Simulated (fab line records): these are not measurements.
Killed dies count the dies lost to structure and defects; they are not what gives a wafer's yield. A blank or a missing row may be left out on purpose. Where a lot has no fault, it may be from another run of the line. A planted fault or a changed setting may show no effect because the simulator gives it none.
fab line records + flow n5_finfet
record
- lots=7
- wafers=21
route steps=1938 shown BEOL_M4@1040 BEOL_M5@1161 BEOL_M6@1218
start_h: start of the lot's first displayed wafer, in hours after the record's first day + wait_h: hours elapsed since this lot's preceding step + " as in the row above + L1.1+2: a row that stands for several wafers + - no value, or no start was given + * or withheld: withheld + < > ~ a bound
route shown NAME@n: NAME is a module with steps in the file, n the number in the route of the first one + usual: the fault-free wafers' mean and standard deviation + same: alike in all rows + chamber/n: place in a boat + sites: each site's reading + _std_site: standard deviation of those values + _edge_site: inner sites' mean taken away from outer sites' mean + radius_mm: for every site, how far away it sits from the centre of the wafer + mask NAME#n: copy n + behind: the most recent tool/chamber to have shaped the wafer + hold: the reason the lot was held/the length of the hold in hours/how it ended + device: the n, p or np transistor that did not switch + end of line: at the end of the route, the tests of the same wafers + a step given without rows: its recipe and nothing more + killed: at the first sort, the dies lost to defects and structure; wafer yield is something else + map: per-die view of a wafer (x killed, . not killed, _ where there is no die)
set.NAME: the setting that was run; set.NAME@STEP: the one run at that earlier step + model.NAME: the simulator's own value behind a step, which no gauge read
one table per step and one row per wafer, for lots whose settings were changed on purpose
## steps
# step N5_BEOL_M4_ETCH_64
# recipe
- chemistry=N2/H2
- target=SOC
- target_depth_a=750
- overetch_a=225
- mask_material=SiARC
- temp_c=40
- time_s=121.9
- ion_energy_ev=200
- pressure_mtorr=30
- source_w=840
- bias_w=150
- n2_flow_sccm=200
- h2_flow_sccm=200
# usual
- rf_vpp_V=524.5/2
| lot.wafer | tool        | chamber | start_h | wait_h | set.bias_w | rf_vpp_V | model.SiARC_of_BEOL_M4_COAT_62.thk_nm |
|-----------|-------------|---------|---------|--------|------------|----------|---------------------------------------|
| L077.4    | rie_diel-03 | 2       | 171.63  | 0.1    | 168.9      | 565.5    | 5.8                                   |
| L077.5    | "           | 1       | "       | "      | 150        | 523.4    | 6.4                                   |
| L077.6    | "           | 3       | "       | "      | 150        | 525.0    | 6.4                                   |
| L082.2    | rie_diel-03 | 0       | 203.35  | 0.0    | 150        | 526.5    | 6.4                                   |
| L082.5    | "           | 1       | "       | "      | 150        | 523.7    | 6.4                                   |
| L082.6    | "           | 2       | "       | "      | 150        | 524.7    | 6.6                                   |
| L085.3    | rie_diel-03 | 2       | 220.81  | 0.0    | 150        | 522.8    | 6.6                                   |
| L085.4    | "           | 1       | "       | "      | 150        | 525.0    | 6.4                                   |
| L085.5    | "           | 0       | "       | "      | 150        | 526.9    | 6.4                                   |
| L087.3    | rie_diel-01 | 0       | 233.10  | 0.0    | 150        | 526.8    | 6.2                                   |
| L087.4    | "           | 0       | "       | "      | 150        | 527.8    | 6.2                                   |
| L087.6    | "           | 1       | "       | "      | 124.8      | 467.7    | 7.6                                   |
| L091.1    | rie_diel-03 | 2       | 249.03  | 0.0    | 166.9      | 561.1    | 5.8                                   |
| L091.2    | "           | 0       | "       | "      | 166.9      | 561.3    | 5.6                                   |
| L091.3    | "           | 3       | "       | "      | 150        | 522.3    | 6.4                                   |
| L092.1    | rie_diel-03 | 0       | 274.89  | 0.0    | 150        | 525.5    | 6.4                                   |
| L092.3    | "           | 2       | "       | "      | 150        | 523.0    | 6.6                                   |
| L092.5    | "           | 1       | "       | "      | 150        | 523.9    | 6.4                                   |
| L095.1    | rie_diel-06 | 0       | 298.62  | 0.0    | 150        | 521.9    | 6.2                                   |
| L095.2    | "           | 3       | "       | "      | 150        | 526.3    | 6.6                                   |
| L095.5    | "           | 0       | "       | "      | 150        | 521.7    | 6.2                                   |
# step N5_BEOL_M4_COAT_22
# recipe
- resist=CAR-EUV
- spin_rpm=1500
- resist_thk_nm=30
| lot.wafer  | tool           | chamber | start_h | wait_h | set.spin_rpm | model.CAR-EUV_of_BEOL_M4_COAT_22.thk_nm |
|------------|----------------|---------|---------|--------|--------------|-----------------------------------------|
| L077.4     | litho_track-05 | 0       | -       | -      | 1423         | 30.8                                    |
| L077.5+6   | "              | 0       | "       | "      | 1500         | 30                                      |
| L082.2+6   | litho_track-05 | 0       | -       | -      | 1500         | 30.2                                    |
| L082.5     | "              | 0       | "       | "      | 1500         | 30                                      |
| L085.3+5   | litho_track-05 | 0       | -       | -      | 1636         | 28.8                                    |
| L085.4     | "              | 0       | "       | "      | 1500         | 30                                      |
| L087.3+4   | litho_track-05 | 0       | -       | -      | 1500         | 30                                      |
| L087.6     | "              | 0       | "       | "      | 1500         | 30.2                                    |
| L091.1+2+3 | litho_track-04 | 0       | -       | -      | 1601         | 29                                      |
| L092.1+3+5 | litho_track-05 | 0       | -       | -      | 1500         | 30                                      |
| L095.1     | litho_track-04 | 0       | -       | -      | 1350         | 31.6                                    |
| L095.2     | "              | 0       | "       | "      | 1500         | 30                                      |
| L095.5     | "              | 0       | "       | "      | 1500         | 30.2                                    |
# step N5_BEOL_M4_EBR_24
# recipe
- solvent=PGMEA
- ebr_width_mm=1.5
# step N5_BEOL_M4_SOFTBAKE_23
# recipe
- temp_c=110
- time_s=60
- resist=CAR-EUV
# step N5_BEOL_M4_EXPOSE_25
# recipe
- mask_id=V3
- na=0.33
- source_shape=quasar
- sigma_inner=0.2
- sigma_outer=0.8
- polarization=unpolarized
- defocus_nm=5
- dose_mj=63
# step N5_BEOL_M4_PEB_26
# recipe
- peb_temp_c=100
- peb_time_s=60
- resist=CAR-EUV
# step N5_BEOL_M4_DEVELOP_27
# recipe
- develop_time_s=30
- developer=TMAH
- resist=CAR-EUV
- rinse_liquid=surfactant_rinse
- dry=air_spin
- dev_temp_c=23
| lot.wafer  | tool           | chamber | start_h | wait_h | set.spin_rpm@BEOL_M4_COAT_22 | model.CAR-EUV_of_BEOL_M4_COAT_22.thk_nm |
|------------|----------------|---------|---------|--------|------------------------------|-----------------------------------------|
| L077.4     | litho_track-05 | 0       | -       | -      | 1423                         | 30.2                                    |
| L077.5+6   | "              | 0       | "       | "      | 1500                         | 29.6                                    |
| L082.2+5+6 | litho_track-04 | 0       | -       | -      | 1500                         | 29.6                                    |
| L085.3     | litho_track-04 | 0       | -       | -      | 1636                         | 28.4                                    |
| L085.4     | "              | 0       | "       | "      | 1500                         | 29.6                                    |
| L085.5     | "              | 0       | "       | "      | 1636                         | 28.2                                    |
| L087.3+4+6 | litho_track-02 | 0       | -       | -      | 1500                         | 29.6                                    |
| L091.1+3   | litho_track-05 | 0       | -       | -      | 1601                         | 28.4                                    |
| L091.2     | "              | 0       | "       | "      | 1601                         | 28.6                                    |
| L092.1+3+5 | litho_track-05 | 0       | -       | -      | 1500                         | 29.6                                    |
| L095.1     | litho_track-02 | 0       | -       | -      | 1350                         | 31.2                                    |
| L095.2+5   | "              | 0       | "       | "      | 1500                         | 29.6                                    |
# step N5_BEOL_M4_DESCUM_33
# recipe
- chemistry=O2
- time_s=7
- source_power_w=50
- bias_power_w=20
- pressure_mtorr=20
- rf_frequency_hz=2.712e+07
- temp_c=40
- resist=CAR-EUV
- o2_flow_sccm=225
| lot.wafer  | tool        | chamber | start_h | wait_h | set.spin_rpm@BEOL_M4_COAT_22 | model.CAR-EUV_of_BEOL_M4_COAT_22.thk_nm |
|------------|-------------|---------|---------|--------|------------------------------|-----------------------------------------|
| L077.4     | rie_diel-06 | 1       | 172.43  | 0.1    | 1423                         | 26.8                                    |
| L077.5+6   | "           | 0,1     | "       | "      | 1500                         | 26                                      |
| L082.2+5+6 | rie_diel-03 | 1,2,1   | 204.27  | 0.0    | 1500                         | 26.2                                    |
| L085.3+5   | rie_diel-03 | 3,0     | 221.73  | 0.0    | 1636                         | 24.8                                    |
| L085.4     | "           | 2       | "       | "      | 1500                         | 26.2                                    |
| L087.3+4+6 | rie_diel-03 | 1,0,0   | 233.97  | 0.1    | 1500                         | 26.2                                    |
| L091.1+2+3 | rie_diel-06 | 3,0,1   | 249.95  | 0.0    | 1601                         | 25                                      |
| L092.1     | rie_diel-01 | 1       | 275.78  | 0.0    | 1500                         | 26.2                                    |
| L092.3+5   | "           | 0,2     | "       | "      | 1500                         | 26                                      |
| L095.1     | rie_diel-03 | 3       | 299.49  | 0.1    | 1350                         | 27.8                                    |
| L095.2+5   | "           | 0       | "       | "      | 1500                         | 26.2                                    |
# step N5_BEOL_M4_ETCH_77
# recipe
- chemistry=N2/H2
- target=underlayer
- target_depth_a=65
- mask_material=CAR-EUV
- time_s=5.2
- ion_energy_ev=200
- pressure_mtorr=30
- source_w=840
- bias_w=150
- n2_flow_sccm=200
- h2_flow_sccm=200
- ends=cleared
# step N5_BEOL_M4_ETCH_69
# recipe
- chemistry=CF4
- target=SiARC
- target_depth_a=156
- mask_material=CAR-EUV
- time_s=26
- ion_energy_ev=80
- pressure_mtorr=40
- source_w=545
- bias_w=36
- Ar_flow_sccm=100
- cf4_flow_sccm=100
- ends=cleared
# step N5_BEOL_M4_ALD_98
# recipe
- material=SiO2
- target_thk_a=25
- temp_c=100
- ald_precursor_family=BDEAS
- ald_co_reactant=O2-plasma
- pulse_time_s=1
- co_reactant_pulse_time_s=1
- purge_time_s=2
- co_reactant_purge_time_s=2
- ald_cycles=17
- pressure_torr=2
# step N5_BEOL_M4_ETCHBACK_99
# recipe
- chemistry=CHF3
- target=SiO2
- target_depth_a=50
- time_s=10.4
- source_w=215
- bias_w=47
- Ar_flow_sccm=200
- CHF3_flow_sccm=12
- ion_energy_ev=100
- pressure_mtorr=30
| lot.wafer  | tool        | chamber | start_h | wait_h | set.spin_rpm@BEOL_M4_COAT_22 | model.CAR-EUV_of_BEOL_M4_COAT_22.thk_nm |
|------------|-------------|---------|---------|--------|------------------------------|-----------------------------------------|
| L077.4     | rie_diel-03 | 1       | 178.83  | 6.2    | 1423                         | 11                                      |
| L077.5+6   | "           | 2,1     | "       | "      | 1500                         | 10.4                                    |
| L082.2+6   | rie_diel-01 | 0,1     | 205.67  | 1.2    | 1500                         | 10.6                                    |
| L082.5     | "           | 2       | "       | "      | 1500                         | 10.4                                    |
| L085.3+5   | rie_diel-01 | 1       | 222.72  | 0.6    | 1636                         | 9.2                                     |
| L085.4     | "           | 0       | "       | "      | 1500                         | 10.4                                    |
| L087.3+4+6 | rie_diel-01 | 0,0,1   | 240.27  | 6.1    | 1500                         | 10.6                                    |
| L091.1+2+3 | rie_diel-06 | 2,3,0   | 269.82  | 19.5   | 1601                         | 9.2                                     |
| L092.1+3   | rie_diel-03 | 2,3     | 276.48  | 0.2    | 1500                         | 10.4                                    |
| L092.5     | "           | 2       | "       | "      | 1500                         | 10.6                                    |
| L095.1     | rie_diel-06 | 1       | 302.46  | 2.8    | 1350                         | 12                                      |
| L095.2+5   | "           | 2,0     | "       | "      | 1500                         | 10.6                                    |
# step N5_BEOL_M5_ETCH_41
# recipe
- chemistry=CH3F/O2
- target=SiCN
- target_depth_a=315
- taper_deg=2
- time_s=56.7
- ion_energy_ev=120
- mask_material=TiN
- pressure_mtorr=30
- source_w=395
- bias_w=75
- Ar_flow_sccm=150
- CH3F_flow_sccm=30
- O2_flow_sccm=20
# usual
- rf_vpp_V=298.1/1.5
| lot.wafer | tool        | chamber | start_h | wait_h | set.source_w | rf_vpp_V | model.etch.depth_nm |
|-----------|-------------|---------|---------|--------|--------------|----------|---------------------|
| L077.4    | rie_diel-02 | 1       | -       | -      | 395          | 296.9    | 22.09               |
| L077.5    | "           | 2       | "       | "      | 395          | 299.8    | 21.8                |
| L077.6    | "           | 3       | "       | "      | 395          | 299.8    | 21.91               |
| L082.2    | rie_diel-02 | 3       | -       | -      | 395          | 298.5    | 21.91               |
| L082.5    | "           | 1       | "       | "      | 395          | 298.9    | 21.92               |
| L082.6    | "           | 2       | "       | "      | 395          | 298.7    | 22.12               |
| L085.3    | rie_diel-04 | 0       | -       | -      | 395          | 300.2    | 21.59               |
| L085.4    | "           | 3       | "       | "      | 395          | 296.1    | 21.03               |
| L085.5    | "           | 3       | "       | "      | 395          | 296.6    | 21.17               |
| L087.3    | rie_diel-04 | 0       | -       | -      | 395          | 297.1    | 21.59               |
| L087.4    | "           | 1       | "       | "      | 339.6        | 314.4    | 19.21               |
| L087.6    | "           | 2       | "       | "      | 395          | 298.7    | 21.97               |
| L091.1    | rie_diel-05 | 3       | -       | -      | 395          | 294.5    | 21.66               |
| L091.2    | "           | 2       | "       | "      | 395          | 294.6    | 21.42               |
| L091.3    | "           | 0       | "       | "      | 366.3        | 305.0    | 21.37               |
| L092.1    | rie_diel-02 | 3       | -       | -      | 395          | 299.8    | 21.6                |
| L092.3    | "           | 0       | "       | "      | 354.8        | 307.8    | 20.47               |
| L092.5    | "           | 3       | "       | "      | 395          | 297.7    | 21.4                |
| L095.1    | rie_diel-05 | 2       | -       | -      | 395          | 294.7    | 20.96               |
| L095.2    | "           | 1       | "       | "      | 432.5        | 289.8    | 22.16               |
| L095.5    | "           | 3       | "       | "      | 432.5        | 287.3    | 22.16               |
# step N5_BEOL_M6_COAT_63
# recipe
- resist=SOC
- temp_c=250
- time_s=60
- spin_rpm=1500
- resist_thk_nm=60
| lot.wafer | tool           | chamber | start_h | wait_h | set.spin_rpm | model.SOC_of_BEOL_M6_COAT_63.thk_nm |
|-----------|----------------|---------|---------|--------|--------------|-------------------------------------|
| L077.4    | litho_track-02 | 0       | 197.54  | 0.0    | 1500         | 60                                  |
| L077.5    | "              | 0       | "       | "      | 1500         | 59.8                                |
| L077.6    | "              | 0       | "       | "      | 1668         | 56.8                                |
| L082.2    | litho_track-01 | 0       | 224.72  | 0.6    | 1500         | 60                                  |
| L082.5    | "              | 0       | "       | "      | 1500         | 60.2                                |
| L082.6    | "              | 0       | "       | "      | 1500         | 60.4                                |
| L085.3+4  | litho_track-01 | 0       | 263.09  | 10.6   | 1500         | 60                                  |
| L085.5    | "              | 0       | "       | "      | 1500         | 59.8                                |
| L087.3    | litho_track-02 | 0       | 272.66  | 2.0    | 1659         | 56.6                                |
| L087.4    | "              | 0       | "       | "      | 1500         | 59.6                                |
| L087.6    | "              | 0       | "       | "      | 1500         | 59.4                                |
| L091.1+2  | litho_track-04 | 0       | 295.61  | 2.4    | 1500         | 59.8                                |
| L091.3    | "              | 0       | "       | "      | 1500         | 60                                  |
| L092.1+3  | litho_track-02 | 0       | 297.82  | 0.1    | 1500         | 59.8                                |
| L092.5    | "              | 0       | "       | "      | 1500         | 59.6                                |
| L095.1    | litho_track-02 | 0       | 327.35  | 1.1    | 1500         | 59.6                                |
| L095.2    | "              | 0       | "       | "      | 1366         | 62.6                                |
| L095.5    | "              | 0       | "       | "      | 1500         | 59.8                                |
# step N5_BEOL_M6_EXPOSE_25
# recipe
- mask_id=V5
- na=0.33
- source_shape=annular
- sigma_inner=0.4
- sigma_outer=0.8
- polarization=unpolarized
- target_cd_nm=40
- dose_mj=45
| lot.wafer  | tool           | chamber | start_h | wait_h | mask | set.dose_mj |
|------------|----------------|---------|---------|--------|------|-------------|
| L077.4+6   | euv_scanner-02 | 0       | 197.70  | -      | V5#0 | 45          |
| L077.5     | "              | 0       | "       | "      | V5#0 | 46.05       |
| L082.2+5+6 | euv_scanner-02 | 0       | 224.86  | -      | V5#0 | 45          |
| L085.3     | euv_scanner-01 | 0       | 263.37  | -      | V5#0 | 47.27       |
| L085.4+5   | "              | 0       | "       | "      | V5#0 | 45          |
| L087.3+6   | euv_scanner-01 | 0       | 272.83  | -      | V5#0 | 45          |
| L087.4     | "              | 0       | "       | "      | V5#0 | 46.3        |
| L091.1+3   | euv_scanner-02 | 0       | 295.87  | -      | V5#0 | 41.98       |
| L091.2     | "              | 0       | "       | "      | V5#0 | 45          |
| L092.1+5   | euv_scanner-01 | 0       | 298.08  | -      | V5#0 | 43.88       |
| L092.3     | "              | 0       | "       | "      | V5#0 | 45          |
| L095.1+2   | euv_scanner-01 | 0       | 327.61  | -      | V5#0 | 43.79       |
| L095.5     | "              | 0       | "       | "      | V5#0 | 45          |
# step N5_BEOL_M6_PEB_26
# recipe
- peb_temp_c=100
- peb_time_s=60
- resist=CAR-EUV
# step N5_BEOL_M6_DEVELOP_27
# recipe
- develop_time_s=30
- developer=TMAH
- resist=CAR-EUV
- rinse_liquid=surfactant_rinse
- dry=air_spin
- dev_temp_c=23
# step N5_BEOL_M6_CD_MEAS_28
# recipe
- target_cd_nm=40
- landing_energy_ev=500
- detector=se_inlens
# usual
- cd_nm=39.97/0.24
| lot.wafer | tool      | chamber | start_h | wait_h | set.dose_mj@BEOL_M6_EXPOSE_25 | cd_nm |
|-----------|-----------|---------|---------|--------|-------------------------------|-------|
| L077.4    | cd_sem-03 | 0       | 197.82  | -      | 45                            | 40.38 |
| L077.5    | "         | 0       | "       | "      | 46.05                         | 40.49 |
| L077.6    | "         | 0       | "       | "      | 45                            | 39.67 |
| L082.2    | cd_sem-02 | 0       | 224.99  | -      | 45                            | 39.89 |
| L082.5    | "         | 0       | "       | "      | 45                            | 39.76 |
| L082.6    | "         | 0       | "       | "      | 45                            | 39.61 |
| L085.3    | cd_sem-03 | 0       | 263.49  | -      | 47.27                         | 41.07 |
| L085.4    | "         | 0       | "       | "      | 45                            | 39.74 |
| L085.5    | "         | 0       | "       | "      | 45                            | 39.74 |
| L087.3    | cd_sem-03 | 0       | 272.95  | -      | 45                            | 39.93 |
| L087.4    | "         | 0       | "       | "      | 46.3                          | 40.79 |
| L087.6    | "         | 0       | "       | "      | 45                            | 40.39 |
| L091.1    | cd_sem-01 | 0       | 296.01  | -      | 41.98                         | 38.08 |
| L091.2    | "         | 0       | "       | "      | 45                            | 39.96 |
| L091.3    | "         | 0       | "       | "      | 41.98                         | 38.28 |
| L092.1    | cd_sem-01 | 0       | 298.21  | -      | 43.88                         | 38.88 |
| L092.3    | "         | 0       | "       | "      | 45                            | 39.86 |
| L092.5    | "         | 0       | "       | "      | 43.88                         | 39.41 |
| L095.1    | cd_sem-02 | 0       | 327.74  | -      | 43.79                         | 39.25 |
| L095.2    | "         | 0       | "       | "      | 43.79                         | 39.28 |
| L095.5    | "         | 0       | "       | "      | 45                            | 40.12 |
# step N5_BEOL_M6_DESCUM_33
# recipe
- chemistry=O2
- time_s=7
- source_power_w=50
- bias_power_w=20
- pressure_mtorr=20
- rf_frequency_hz=2.712e+07
- temp_c=40
- resist=CAR-EUV
- o2_flow_sccm=225
| lot.wafer | tool        | chamber | start_h | wait_h | set.dose_mj@BEOL_M6_EXPOSE_25 | model.BEOL_M6.cd_nm |
|-----------|-------------|---------|---------|--------|-------------------------------|---------------------|
| L077.4+6  | rie_diel-03 | 2,3     | 197.95  | 0.0    | 45                            | 40                  |
| L077.5    | "           | 1       | "       | "      | 46.05                         | 40.4                |
| L082.2+6  | rie_diel-03 | 2,3     | 225.11  | 0.0    | 45                            | 39.6                |
| L082.5    | "           | 0       | "       | "      | 45                            | 39.8                |
| L085.3    | rie_diel-03 | 0       | 263.61  | 0.0    | 47.27                         | 41                  |
| L085.4    | "           | 0       | "       | "      | 45                            | 40                  |
| L085.5    | "           | 1       | "       | "      | 45                            | 39.8                |
| L087.3+6  | rie_diel-03 | 3,1     | 273.07  | 0.0    | 45                            | 40                  |
| L087.4    | "           | 1       | "       | "      | 46.3                          | 40.8                |
| L091.1    | rie_diel-03 | 2       | 296.48  | 0.4    | 41.98                         | 38.4                |
| L091.2    | "           | 3       | "       | "      | 45                            | 40                  |
| L091.3    | "           | 1       | "       | "      | 41.98                         | 38.2                |
| L092.1    | rie_diel-01 | 0       | 298.35  | 0.0    | 43.88                         | 39.2                |
| L092.3    | "           | 2       | "       | "      | 45                            | 40                  |
| L092.5    | "           | 0       | "       | "      | 43.88                         | 39.4                |
| L095.1    | rie_diel-03 | 0       | 328.08  | 0.2    | 43.79                         | 39.2                |
| L095.2    | "           | 3       | "       | "      | 43.79                         | 39                  |
| L095.5    | "           | 1       | "       | "      | 45                            | 39.6                |
# step N5_BEOL_M6_ETCH_72
# recipe
- chemistry=N2/H2
- target=underlayer
- target_depth_a=65
- mask_material=CAR-EUV
- time_s=5.2
- ion_energy_ev=200
- pressure_mtorr=30
- source_w=840
- bias_w=150
- n2_flow_sccm=200
- h2_flow_sccm=200
- ends=cleared
| lot.wafer | tool        | chamber | start_h | wait_h | set.dose_mj@BEOL_M6_EXPOSE_25 | model.BEOL_M6.cd_nm |
|-----------|-------------|---------|---------|--------|-------------------------------|---------------------|
| L077.4    | rie_diel-03 | 2       | 197.98  | 0.0    | 45                            | 39.8                |
| L077.5    | "           | 1       | "       | "      | 46.05                         | 40.4                |
| L077.6    | "           | 3       | "       | "      | 45                            | 40                  |
| L082.2+6  | rie_diel-03 | 2,3     | 225.15  | 0.0    | 45                            | 39.6                |
| L082.5    | "           | 0       | "       | "      | 45                            | 39.8                |
| L085.3    | rie_diel-03 | 0       | 263.64  | 0.0    | 47.27                         | 41                  |
| L085.4    | "           | 0       | "       | "      | 45                            | 40                  |
| L085.5    | "           | 1       | "       | "      | 45                            | 39.8                |
| L087.3+6  | rie_diel-03 | 3,1     | 273.10  | 0.0    | 45                            | 40                  |
| L087.4    | "           | 1       | "       | "      | 46.3                          | 40.8                |
| L091.1    | rie_diel-03 | 2       | 296.52  | 0.0    | 41.98                         | 38.4                |
| L091.2    | "           | 3       | "       | "      | 45                            | 40                  |
| L091.3    | "           | 1       | "       | "      | 41.98                         | 38.2                |
| L092.1+5  | rie_diel-01 | 0       | 298.38  | 0.0    | 43.88                         | 39.2                |
| L092.3    | "           | 2       | "       | "      | 45                            | 40.2                |
| L095.1    | rie_diel-03 | 0       | 328.11  | 0.0    | 43.79                         | 39.2                |
| L095.2    | "           | 3       | "       | "      | 43.79                         | 39                  |
| L095.5    | "           | 1       | "       | "      | 45                            | 39.6                |
# step N5_BEOL_M6_ETCH_65
# recipe
- chemistry=CF4
- target=SiARC
- target_depth_a=156
- mask_material=CAR-EUV
- time_s=26
- ion_energy_ev=80
- pressure_mtorr=40
- source_w=545
- bias_w=36
- Ar_flow_sccm=100
- cf4_flow_sccm=100
- ends=cleared
# step N5_BEOL_M6_ETCH_66
# recipe
- chemistry=N2/H2
- target=SOC
- target_depth_a=800
- overetch_a=160
- mask_material=SiARC
- temp_c=40
- time_s=120
- ion_energy_ev=200
- pressure_mtorr=30
- source_w=840
- bias_w=150
- n2_flow_sccm=200
- h2_flow_sccm=200
| lot.wafer | tool        | chamber | start_h | wait_h | set.spin_rpm@BEOL_M6_COAT_63 | model.etch.depth_nm |
|-----------|-------------|---------|---------|--------|------------------------------|---------------------|
| L077.4    | rie_diel-03 | 2       | 198.06  | 0.0    | 1500                         | 59.97               |
| L077.5    | "           | 1       | "       | "      | 1500                         | 59.84               |
| L077.6    | "           | 3       | "       | "      | 1668                         | 56.76               |
| L082.2    | rie_diel-03 | 2       | 225.19  | 0.0    | 1500                         | 59.99               |
| L082.5    | "           | 0       | "       | "      | 1500                         | 60.1                |
| L082.6    | "           | 3       | "       | "      | 1500                         | 60.33               |
| L085.3    | rie_diel-03 | 0       | 263.69  | 0.0    | 1500                         | 59.96               |
| L085.4    | "           | 0       | "       | "      | 1500                         | 60.02               |
| L085.5    | "           | 1       | "       | "      | 1500                         | 59.87               |
| L087.3    | rie_diel-03 | 3       | 273.15  | 0.0    | 1659                         | 56.57               |
| L087.4    | "           | 1       | "       | "      | 1500                         | 59.65               |
| L087.6    | "           | 1       | "       | "      | 1500                         | 59.43               |
| L091.1    | rie_diel-03 | 2       | 296.56  | 0.0    | 1500                         | 59.83               |
| L091.2    | "           | 3       | "       | "      | 1500                         | 59.88               |
| L091.3    | "           | 1       | "       | "      | 1500                         | 60.04               |
| L092.1    | rie_diel-01 | 0       | 298.43  | 0.0    | 1500                         | 59.85               |
| L092.3    | "           | 2       | "       | "      | 1500                         | 59.76               |
| L092.5    | "           | 0       | "       | "      | 1500                         | 59.68               |
| L095.1    | rie_diel-03 | 0       | 328.16  | 0.0    | 1500                         | 59.65               |
| L095.2    | "           | 3       | "       | "      | 1366                         | 62.64               |
| L095.5    | "           | 1       | "       | "      | 1500                         | 59.77               |
## key
split
- step=N5_BEOL_M4_ETCH_64
- setting=bias_w
- stated=150
- by=wafer
response
- step=N5_BEOL_M4_ETCH_64
- reading=rf_vpp_V
- change=+3.45
- per=1%
- r=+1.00
response
- step=N5_BEOL_M4_ETCH_64
- reading=model.SiARC_of_BEOL_M4_COAT_62.thk_nm
- change=-0.0686
- per=1%
- r=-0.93
split
- step=N5_BEOL_M4_COAT_22
- setting=spin_rpm
- stated=1500
- by=wafer
response
- step=N5_BEOL_M4_COAT_22
- reading=model.CAR-EUV_of_BEOL_M4_COAT_22.thk_nm
- change=-0.144
- per=1%
- r=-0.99
response
- step=N5_BEOL_M4_DEVELOP_27
- reading=model.CAR-EUV_of_BEOL_M4_COAT_22.thk_nm
- change=-0.148
- per=1%
- r=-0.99
response
- step=N5_BEOL_M4_DESCUM_33
- reading=model.CAR-EUV_of_BEOL_M4_COAT_22.thk_nm
- change=-0.157
- per=1%
- r=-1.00
response
- step=N5_BEOL_M4_ETCHBACK_99
- reading=model.CAR-EUV_of_BEOL_M4_COAT_22.thk_nm
- change=-0.134
- per=1%
- r=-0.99
split
- step=N5_BEOL_M5_ETCH_41
- setting=source_w
- stated=395
- by=wafer
response
- step=N5_BEOL_M5_ETCH_41
- reading=rf_vpp_V
- change=-1.04
- per=1%
- r=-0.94
response
- step=N5_BEOL_M5_ETCH_41
- reading=model.etch.depth_nm
- change=+0.134
- per=1%
- r=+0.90
split
- step=N5_BEOL_M6_COAT_63
- setting=spin_rpm
- stated=1500
- by=wafer
response
- step=N5_BEOL_M6_COAT_63
- reading=model.SOC_of_BEOL_M6_COAT_63.thk_nm
- change=-0.288
- per=1%
- r=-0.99
response
- step=N5_BEOL_M6_ETCH_66
- reading=model.etch.depth_nm
- change=-0.292
- per=1%
- r=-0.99
split
- step=N5_BEOL_M6_EXPOSE_25
- setting=dose_mj
- stated=45
- by=wafer
response
- step=N5_BEOL_M6_CD_MEAS_28
- reading=cd_nm
- change=+0.262
- per=1%
- r=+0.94
response
- step=N5_BEOL_M6_DESCUM_33
- reading=model.BEOL_M6.cd_nm
- change=+0.238
- per=1%
- r=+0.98
response
- step=N5_BEOL_M6_ETCH_72
- reading=model.BEOL_M6.cd_nm
- change=+0.248
- per=1%
- r=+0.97
